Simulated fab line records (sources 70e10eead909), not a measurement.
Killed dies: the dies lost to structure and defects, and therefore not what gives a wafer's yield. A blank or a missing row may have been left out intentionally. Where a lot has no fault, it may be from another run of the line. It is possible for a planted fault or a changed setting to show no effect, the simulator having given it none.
fab line records ; flow nand-harc
record lots=14; wafers=42; last-day=25
route steps=1159 shown A_M0@1014 A_M1@1041
lots untouched by any fault: they come from a run of this same line in which no faults occurred
start-h: the number of hours between the record's first day and the start of the first shown wafer of the lot ; wait-h: hours since the lot's step before ; " identical to the entry in the row above ; L1.1+2: a single row standing in for several wafers ; - either no value or no given start ; * or withheld: withheld ; < > ~ a bound
route shown NAME@n: NAME is a module with steps in the file, n the number in the route of the first one ; usual: average and standard deviation across the fault-free wafers ; same: alike in all rows ; chamber/n: place in a boat ; sites: each site's reading ; _std_site: their standard deviation ; _edge_site: mean of outer sites minus mean of inner sites ; radius-mm: for every site, how far away it sits from the centre of the wafer ; mask NAME#n: copy n ; behind: the last tool/chamber to shape the wafer ; hold: the reason the lot was held/the length of the hold in hours/how it ended ; device: names the non-switching transistor (n, p or np) ; end of line: the route-end tests of the same wafers ; a step given without rows: its recipe and nothing more ; killed: dies that structure and defects cost at the first sort, which is not the same as the wafer's yield ; map: per-die view of a wafer (x killed, . not killed, _ where there is no die)
set.NAME: setting as actually run; set.NAME@STEP: the setting as run at that earlier step ; model.NAME: the simulator's own value behind a step, which no gauge read
a sample of lots followed through the steps of the route, with each step as a table and each wafer as a row
services: when a tool's chamber went out of use (start-h, in hours from the record's first day, below 0 if earlier), for how many hours, and the reason
## steps
# step NHARC_A_M0_PRE_CLEAN_29
# recipe time-s=30; temp-c=280; gas=H2/He
# usual heater-power-w=394/35
lot.wafer;tool;chamber;start-h;wait-h;heater-power-w
L531.3;pvd-sputter-03;-;-;-;386
L531.2;pvd-sputter-03;-;-;-;338
L531.5;pvd-sputter-03;-;-;-;372
L530.3;pvd-sputter-03;-;-;-;391
L530.2;pvd-sputter-03;-;-;-;359
L530.5;pvd-sputter-03;-;-;-;349
L532.4;pvd-sputter-03;-;-;-;397
L532.3;pvd-sputter-03;-;-;-;348
L532.5;pvd-sputter-03;-;-;-;364
L529.2;pvd-sputter-01;-;-;-;461
L529.3;pvd-sputter-01;-;-;-;441
L529.5;pvd-sputter-01;-;-;-;378
L533.1;pvd-sputter-01;-;-;-;462
L533.4;pvd-sputter-01;-;-;-;446
L533.6;pvd-sputter-01;-;-;-;408
L535.2;pvd-sputter-03;-;-;-;350
L535.4;pvd-sputter-03;-;-;-;372
L535.6;pvd-sputter-03;-;-;-;365
L536.4;pvd-sputter-03;-;-;-;392
L536.1;pvd-sputter-03;-;-;-;338
L536.3;pvd-sputter-03;-;-;-;360
L538.1;pvd-sputter-02;-;-;-;376
L538.3;pvd-sputter-02;-;-;-;415
L538.6;pvd-sputter-02;-;-;-;432
L537.2;pvd-sputter-03;-;-;-;396
L537.3;pvd-sputter-03;-;-;-;339
L537.1;pvd-sputter-03;-;-;-;355
L541.1;pvd-sputter-01;-;-;-;382
L541.3;pvd-sputter-01;-;-;-;415
L541.5;pvd-sputter-01;-;-;-;442
L549.3;pvd-sputter-02;-;-;-;384
L549.4;pvd-sputter-02;-;-;-;385
L549.6;pvd-sputter-02;-;-;-;372
L547.2;pvd-sputter-02;-;-;-;379
L547.1;pvd-sputter-02;-;-;-;420
L547.3;pvd-sputter-02;-;-;-;374
L548.4;pvd-sputter-02;-;-;-;373
L548.3;pvd-sputter-02;-;-;-;425
L548.5;pvd-sputter-02;-;-;-;377
L550.3;pvd-sputter-01;-;-;-;434
L550.5;pvd-sputter-01;-;-;-;368
L550.6;pvd-sputter-01;-;-;-;425
# step NHARC_A_M0_PVD_21
# recipe target-thk-a=300; chamber-pressure-pa=5; power-w=5000; substrate-temp-c=30; time-s=20.49; material=Cu
# usual chamber-pressure-pa=5.000/0.0095; throttle-valve-pct=29.6/0.97
lot.wafer;tool;chamber;start-h;wait-h;chamber-pressure-pa;throttle-valve-pct
L531.3;pvd-sputter-03;-;-;-;4.998;29.0
L531.2;pvd-sputter-03;-;-;-;4.996;27.2
L531.5;pvd-sputter-03;-;-;-;5.009;27.3
L530.3;pvd-sputter-03;-;-;-;4.993;30.2
L530.2;pvd-sputter-03;-;-;-;4.997;27.5
L530.5;pvd-sputter-03;-;-;-;5.009;30.2
L532.3;pvd-sputter-03;-;-;-;5.023;30.5
L532.4;pvd-sputter-03;-;-;-;4.993;30.0
L532.5;pvd-sputter-03;-;-;-;5.006;30.1
L529.3;pvd-sputter-01;-;-;-;5.008;30.5
L529.2;pvd-sputter-01;-;-;-;5.014;29.1
L529.5;pvd-sputter-01;-;-;-;4.981;30.8
L533.1;pvd-sputter-01;-;-;-;4.975;29.1
L533.4;pvd-sputter-01;-;-;-;5.014;29.8
L533.6;pvd-sputter-01;-;-;-;4.995;29.1
L535.4;pvd-sputter-03;-;-;-;4.987;30.3
L535.2;pvd-sputter-03;-;-;-;5.001;30.0
L535.6;pvd-sputter-03;-;-;-;5.012;30.1
L536.4;pvd-sputter-03;-;-;-;5.000;27.2
L536.3;pvd-sputter-03;-;-;-;4.991;30.5
L536.1;pvd-sputter-03;-;-;-;5.000;30.0
L538.1;pvd-sputter-02;-;-;-;5.018;30.2
L538.3;pvd-sputter-02;-;-;-;5.003;30.7
L538.6;pvd-sputter-02;-;-;-;5.016;28.4
L537.2;pvd-sputter-03;-;-;-;4.994;29.4
L537.3;pvd-sputter-03;-;-;-;4.994;27.4
L537.1;pvd-sputter-03;-;-;-;4.996;29.8
L541.1;pvd-sputter-01;-;-;-;4.998;29.3
L541.3;pvd-sputter-01;-;-;-;4.992;29.2
L541.5;pvd-sputter-01;-;-;-;5.004;29.1
L549.4;pvd-sputter-02;-;-;-;4.998;30.3
L549.3;pvd-sputter-02;-;-;-;4.981;28.0
L549.6;pvd-sputter-02;-;-;-;4.996;30.3
L547.3;pvd-sputter-02;-;-;-;4.999;30.0
L547.1;pvd-sputter-02;-;-;-;5.003;30.5
L547.2;pvd-sputter-02;-;-;-;5.012;28.5
L548.3;pvd-sputter-02;-;-;-;4.985;30.4
L548.4;pvd-sputter-02;-;-;-;4.993;30.2
L548.5;pvd-sputter-02;-;-;-;4.997;30.4
L550.3;pvd-sputter-01;-;-;-;5.003;29.6
L550.6;pvd-sputter-01;-;-;-;4.990;31.2
L550.5;pvd-sputter-01;-;-;-;4.988;29.7
# step NHARC_A_M0_THK_MEAS_24
# recipe thk-meas-gauge=xrf
# usual thk-nm=113.4/1.4
lot.wafer;tool;chamber;start-h;wait-h;thk-nm
L531.2;film-metro-01;-;407.79;-;116.3
L531.3;film-metro-01;-;407.79;-;111.7
L531.5;film-metro-01;-;407.79;-;113.6
L530.2;film-metro-02;-;409.10;-;114.7
L530.3;film-metro-02;-;409.10;-;115.5
L530.5;film-metro-02;-;409.10;-;114.8
L532.3;film-metro-02;-;412.89;-;112.2
L532.4;film-metro-02;-;412.89;-;111.8
L532.5;film-metro-02;-;412.89;-;114.8
L529.2;film-metro-02;-;415.63;-;111.2
L529.3;film-metro-02;-;415.63;-;111.8
L529.5;film-metro-02;-;415.63;-;113.8
L533.1;film-metro-02;-;427.55;-;112.5
L533.4;film-metro-02;-;427.55;-;114.8
L533.6;film-metro-02;-;427.55;-;111.2
L535.2;film-metro-01;-;448.36;-;113.3
L535.4;film-metro-01;-;448.36;-;114.7
L535.6;film-metro-01;-;448.36;-;114.0
L536.1;film-metro-01;-;455.67;-;110.6
L536.3;film-metro-01;-;455.67;-;113.1
L536.4;film-metro-01;-;455.67;-;114.9
L538.1;film-metro-02;-;459.49;-;111.5
L538.3;film-metro-02;-;459.49;-;113.1
L538.6;film-metro-02;-;459.49;-;112.7
L537.1;film-metro-01;-;460.70;-;113.0
L537.2;film-metro-01;-;460.70;-;113.1
L537.3;film-metro-01;-;460.70;-;114.9
L541.1;film-metro-01;-;478.85;-;114.4
L541.3;film-metro-01;-;478.85;-;115.1
L541.5;film-metro-01;-;478.85;-;114.6
L549.3;film-metro-02;-;525.16;-;113.4
L549.4;film-metro-02;-;525.16;-;116.0
L549.6;film-metro-02;-;525.16;-;114.2
L547.1;film-metro-01;-;530.84;-;112.6
L547.2;film-metro-01;-;530.84;-;112.5
L547.3;film-metro-01;-;530.84;-;112.8
L548.3;film-metro-01;-;534.58;-;114.1
L548.4;film-metro-01;-;534.58;-;113.1
L548.5;film-metro-01;-;534.58;-;113.2
L550.3;film-metro-02;-;552.54;-;115.7
L550.5;film-metro-02;-;552.54;-;114.8
L550.6;film-metro-02;-;552.54;-;112.7
# step NHARC_A_M1_ETCH_15
# recipe target-depth-a=1825; time-s=91.2; c4f8-flow-sccm=withheld; ar-flow-sccm=400; rf-w=600; bias-w=300; chemistry=C4F8/Ar
# usual bias-w=300.0/0.89; chamber-pressure-mTorr=24.997/0.023; oes-product-au=0.960/0.023; rf-vpp-V=441.1/2.4
lot.wafer;tool;chamber;start-h;wait-h;bias-w;chamber-pressure-mTorr;oes-product-au;rf-hours-counter-h;rf-vpp-V
L531.2;rie-diel-05;3;409.74;-;301.3;25.009;0.934;3.5;440.0
L531.3;rie-diel-05;0;409.74;-;298.7;25.009;0.923;3.4;439.9
L531.5;rie-diel-05;2;409.74;-;300.3;25.038;0.916;-;439.9
L530.3;rie-diel-09;1;411.32;-;300.4;25.014;0.949;3.4;442.4
L530.2;rie-diel-09;2;411.32;-;299.2;25.032;0.935;3.6;444.9
L530.5;rie-diel-09;0;411.32;-;300.2;24.958;0.956;-;440.8
L532.3;rie-diel-07;3;414.72;-;299.6;25.020;0.974;0.0;438.3
L532.4;rie-diel-07;0;414.72;-;299.1;24.975;0.998;0.0;443.3
L532.5;rie-diel-07;1;414.72;-;298.9;24.995;0.991;-;442.2
L529.3;rie-diel-05;1;417.62;-;299.4;24.976;0.961;4.4;443.9
L529.2;rie-diel-05;2;417.62;-;298.6;25.019;0.975;4.6;440.5
L529.5;rie-diel-05;3;417.62;-;300.8;24.976;0.985;-;437.9
L533.4;rie-diel-07;3;429.49;-;300.4;24.977;0.979;1.0;437.4
L533.1;rie-diel-07;1;429.49;-;297.4;25.019;0.974;0.9;442.5
L533.6;rie-diel-07;0;429.49;-;298.3;25.011;0.995;-;444.3
L535.2;rie-diel-09;0;450.44;-;300.2;24.997;0.973;0.1;439.2
L535.4;rie-diel-09;2;450.44;-;301.1;24.953;0.959;0.2;445.9
L535.6;rie-diel-09;0;450.44;-;301.1;24.985;0.976;-;438.4
L536.3;rie-diel-05;3;457.60;-;300.0;24.980;0.996;5.9;439.8
L536.1;rie-diel-05;0;457.60;-;300.7;24.951;0.963;5.7;436.9
L536.4;rie-diel-05;1;457.60;-;300.8;25.032;0.963;6.2;441.5
L538.1;rie-diel-09;1;461.32;-;301.6;25.017;0.967;0.5;442.3
L538.3;rie-diel-09;2;461.32;-;300.2;25.009;0.979;0.5;444.5
L538.6;rie-diel-09;1;461.32;-;300.7;24.992;0.963;-;442.3
L537.3;rie-diel-09;3;462.61;-;300.1;24.984;0.975;0.5;438.4
L537.1;rie-diel-09;1;462.61;-;299.6;25.008;0.978;0.5;442.1
L537.2;rie-diel-09;2;462.61;-;299.4;25.015;0.980;0.5;446.4
L541.1;rie-diel-09;2;480.75;-;299.7;25.014;0.976;1.0;443.8
L541.3;rie-diel-09;3;480.75;-;300.7;24.970;0.967;1.1;438.7
L541.5;rie-diel-09;3;480.75;-;301.1;25.006;0.960;-;437.4
L549.4;rie-diel-05;3;526.94;-;300.2;25.008;0.967;0.0;438.7
L549.3;rie-diel-05;0;526.94;-;300.5;25.020;0.961;0.0;441.1
L549.6;rie-diel-05;2;526.94;-;299.8;24.984;0.985;-;441.2
L547.1;rie-diel-09;1;532.78;-;-;-;-;-;-
L547.3;rie-diel-09;2;532.78;-;-;-;-;-;-
L547.2;rie-diel-09;0;532.78;-;-;-;-;-;-
L548.4;rie-diel-07;2;536.92;-;-;-;-;-;-
L548.3;rie-diel-07;0;536.92;-;-;-;-;-;-
L548.5;rie-diel-07;3;536.92;-;-;-;-;-;-
L550.3;rie-diel-05;0;554.52;-;300.4;25.029;0.934;1.4;438.6
L550.5;rie-diel-05;3;554.52;-;301.0;24.993;0.941;-;439.9
L550.6;rie-diel-05;0;554.52;-;299.3;24.936;0.936;-;438.7
## services
tool;chamber;start-h;hours;kind
rie-diel-05;-;384.09;0.5;repair
rie-diel-09;0;385.65;-;clean
rie-diel-09;1;385.65;-;clean
rie-diel-09;2;385.65;-;clean
rie-diel-09;3;385.65;-;clean
pvd-sputter-02;-;393.38;10.0;pm
rie-diel-09;1;394.64;2.1;repair
rie-diel-07;-;405.24;9.0;pm
rie-diel-09;0;410.15;-;clean
rie-diel-09;1;410.15;-;clean
rie-diel-09;2;410.15;-;clean
rie-diel-09;3;410.15;-;clean
rie-diel-09;-;431.10;9.0;pm
pvd-sputter-03;-;460.78;10.0;pm
pvd-sputter-01;-;479.99;5.9;repair
rie-diel-07;3;489.96;2.9;repair
rie-diel-07;1;492.59;5.1;repair
rie-diel-09;1;494.83;5.1;repair
pvd-sputter-01;-;514.04;10.0;pm
pvd-sputter-03;-;516.58;2.3;repair
rie-diel-05;-;517.61;9.0;pm
pvd-sputter-03;-;519.29;5.4;repair
rie-diel-05;2;534.46;23.2;repair
rie-diel-09;1;548.58;14.5;repair
## key
first-sign step=NHARC_A_M1_ETCH_15; reading=tool-record; direction=missing
effect none on later readings
met-at NHARC_A_M1_ETCH_15
struck-lots L547,L548
later-rows-left-out L547.1,L547.2,L547.3,L548.3,L548.4,L548.5
sort-left-out L547.1,L547.2,L547.3,L548.3,L548.4,L548.5
not-acting-at NHARC_A_M0_PRE_CLEAN_29,NHARC_A_M0_PVD_21,NHARC_A_M0_THK_MEAS_24
onset-between 480.75 532.78
fault kind=skipped-step-whole; tool=rie-diel-07,rie-diel-09; chamber=-; onset-h=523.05; steps=NHARC_A_M1_ETCH_15; scope=struck-lots-only
# sort-left-out: the simulated sort isn't trusted on such a fault, so these wafers' sort isn't shown, and their yield isn't known
# later-rows-left-out: the simulator's readings of these wafers behind a module that went badly wrong aren't trusted and aren't shown, but for the sort
